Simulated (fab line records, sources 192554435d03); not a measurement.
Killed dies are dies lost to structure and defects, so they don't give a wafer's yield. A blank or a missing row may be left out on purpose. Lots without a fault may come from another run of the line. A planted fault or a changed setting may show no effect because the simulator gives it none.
Split-lot experiment | flow n5_finfet | 7 lots, 39 wafers read, on a route of 1938 steps

THE SPLIT
At N5_SD_EPI_N_DESCUM_14 (chemistry O2, time 7.9 s), the setting time_s was moved away from the recipe's 7.9 s on 12 of the 39 wafers read, by +28.5% to +46.2%. The other wafers ran this setting at the recipe's value.

The file shows no step between the split and the reading.

THE READING
CAR-ArF-block_of_SD_EPI_N_COAT_03.thk_nm (the simulator's own value, which no gauge read), in nm, at N5_SD_EPI_N_ETCH_34 (etches SiARC in CF4, target depth 45.5 nm, time 75.8 s). The file gives no usual value for it. The 27 wafers here that ran the recipe average 111.1 nm, standard deviation 0.47 nm.

wafer  | tool, chamber at the split | time_s as run, s | against the recipe | CAR-ArF-block_of_SD_EPI_N_COAT_03.thk_nm, nm | against lot-mates on the recipe
L074.1 | rie_diel-05, 2             | 10.66            | +34.9%             | 109.4                                        | -1.3
L074.2 | rie_diel-05, 0             | 10.66            | +34.9%             | 108.8                                        | -1.9
L074.3 | rie_diel-05, 1             | 7.9              | recipe             | 110.8                                        | -
L074.6 | rie_diel-05, 2             | 7.9              | recipe             | 110.8                                        | -
L074.4 | rie_diel-05, 0             | 10.66            | +34.9%             | 109                                          | -1.7
L074.5 | rie_diel-05, 1             | 7.9              | recipe             | 110.6                                        | -
L076.1 | rie_diel-04, 2,1           | 7.9              | recipe             | 110.8                                        | -
L076.4 | rie_diel-04, 2,1           | 7.9              | recipe             | 110.8                                        | -
L076.2 | rie_diel-04, 3             | 7.9              | recipe             | 111                                          | -
L076.3 | rie_diel-04, 0             | 11.55            | +46.2%             | 108.6                                        | -2.3
L076.6 | rie_diel-04, 2             | 11.55            | +46.2%             | 108.6                                        | -2.3
L076.5 | rie_diel-04, 3             | 11.55            | +46.2%             | 109.2                                        | -1.7
L081.1 | rie_diel-05, 3             | 7.9              | recipe             | 111.2                                        | -
L081.2 | rie_diel-05, 0,1,2         | 10.15            | +28.5%             | 110.2                                        | -1.3
L081.4 | rie_diel-05, 0,1,2         | 10.15            | +28.5%             | 110.2                                        | -1.3
L081.3 | rie_diel-05, 0,1,2         | 10.15            | +28.5%             | 110.4                                        | -1.1
L081.5 | rie_diel-05, 2             | 7.9              | recipe             | 111.4                                        | -
L081.6 | rie_diel-05, 3             | 7.9              | recipe             | 112                                          | -
L086.1 | rie_diel-04, 2             | 7.9              | recipe             | 111                                          | -
L086.2 | rie_diel-04, 3             | 10.74            | +35.9%             | 109                                          | -2.3
L086.3 | rie_diel-04, 0             | 10.74            | +35.9%             | 109.8                                        | -1.5
L086.4 | rie_diel-04, 1             | 7.9              | recipe             | 111.4                                        | -
L086.6 | rie_diel-04, 0             | 7.9              | recipe             | 111.4                                        | -
L086.5 | rie_diel-04, 1             | 10.74            | +35.9%             | 109.6                                        | -1.7
L087.1 | rie_diel-02, 2,0,1,2       | 7.9              | recipe             | 111.2                                        | -
L087.2 | rie_diel-02, 2,0,1,2       | 7.9              | recipe             | 111.2                                        | -
L087.4 | rie_diel-02, 1             | 7.9              | recipe             | 111.2                                        | -
L087.6 | rie_diel-02, 2,0,1,2       | 7.9              | recipe             | 111.2                                        | -
L087.3 | rie_diel-02, 3             | 7.9              | recipe             | 110.4                                        | -
L087.5 | rie_diel-02, 2,0,1,2       | 7.9              | recipe             | 111                                          | -
L089.1 | rie_diel-05, 1             | 7.9              | recipe             | 110.4                                        | -
L089.4 | rie_diel-05, 3,1           | 7.9              | recipe             | 110.2                                        | -
L089.6 | rie_diel-05, 3,1           | 7.9              | recipe             | 110.2                                        | -
L092.1 | rie_diel-05, 3,2           | 7.9              | recipe             | 111.6                                        | -
L092.3 | rie_diel-05, 0             | 7.9              | recipe             | 111.6                                        | -
L092.2 | rie_diel-05, 1,3           | 7.9              | recipe             | 111.4                                        | -
L092.5 | rie_diel-05, 1,3           | 7.9              | recipe             | 111.4                                        | -
L092.4 | rie_diel-05, 3,2           | 7.9              | recipe             | 111.8                                        | -
L092.6 | rie_diel-05, 0             | 7.9              | recipe             | 111.8                                        | -
Where a row lists several chambers, the file gives one row for several wafers and doesn't say which wafer went through which chamber.

THE FIT
A straight line over all 39 wafers: CAR-ArF-block_of_SD_EPI_N_COAT_03.thk_nm changes by -0.0481 nm for each +1% of time_s; r = -0.88; the points scatter about the line by 0.47 nm.
The same after taking each lot's own level away (the mean of its wafers on the recipe; 39 wafers): -0.0466 nm for each +1%; r = -0.96; scatter 0.24 nm.
On that fit, the largest move of time_s shifts the reading by 2.2 nm.
The lots' own levels span 110.27 to 111.60 nm, that is 2.8 times the standard deviation above.
So the lot-to-lot level changes the slope little: the two slopes agree.
Check: with one of the wafers moved furthest among these (+46.2%) left out of the fit, the line predicts -2.14 nm for it against its lot-mates. It came out at -2.27 nm against them.

OTHER SPLITS ON THESE WAFERS
These wafers also went through other splits before the reading. Each is held against what the fit with the lots' levels taken away leaves over:
other split on the same wafers                    | wafers away from the commonest value | r with CAR-ArF-block_of_SD_EPI_N_COAT_03.thk_nm (lot level and that fit taken away)
N5_PMOS_HMC_CHANNEL_EPI_DEVELOP_08 develop_time_s | 12                                   | -0.08
N5_DUMMY_GATE_ETCH_31 target_depth_a              | 18                                   | +0.05

THE WHOLE CHAIN: every reading that the file lists as answering this split, in the file's order
step                  | what it does                                           | reading                                                                                   | change (the file's fit)                | r (the file's)
N5_SD_EPI_N_DESCUM_14 | chemistry O2, time 7.9 s                               | CAR-ArF-block_of_SD_EPI_N_COAT_03.thk_nm (the simulator's own value, which no gauge read) | -0.0465 nm for each +1% of the setting | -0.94
N5_SD_EPI_N_ETCH_34   | etches SiARC in CF4, target depth 45.5 nm, time 75.8 s | CAR-ArF-block_of_SD_EPI_N_COAT_03.thk_nm (the simulator's own value, which no gauge read) | -0.0466 nm for each +1% of the setting | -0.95

THE FILE'S OWN FIT
CAR-ArF-block_of_SD_EPI_N_COAT_03.thk_nm changes by -0.0466 nm for each +1% of time_s, r = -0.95.
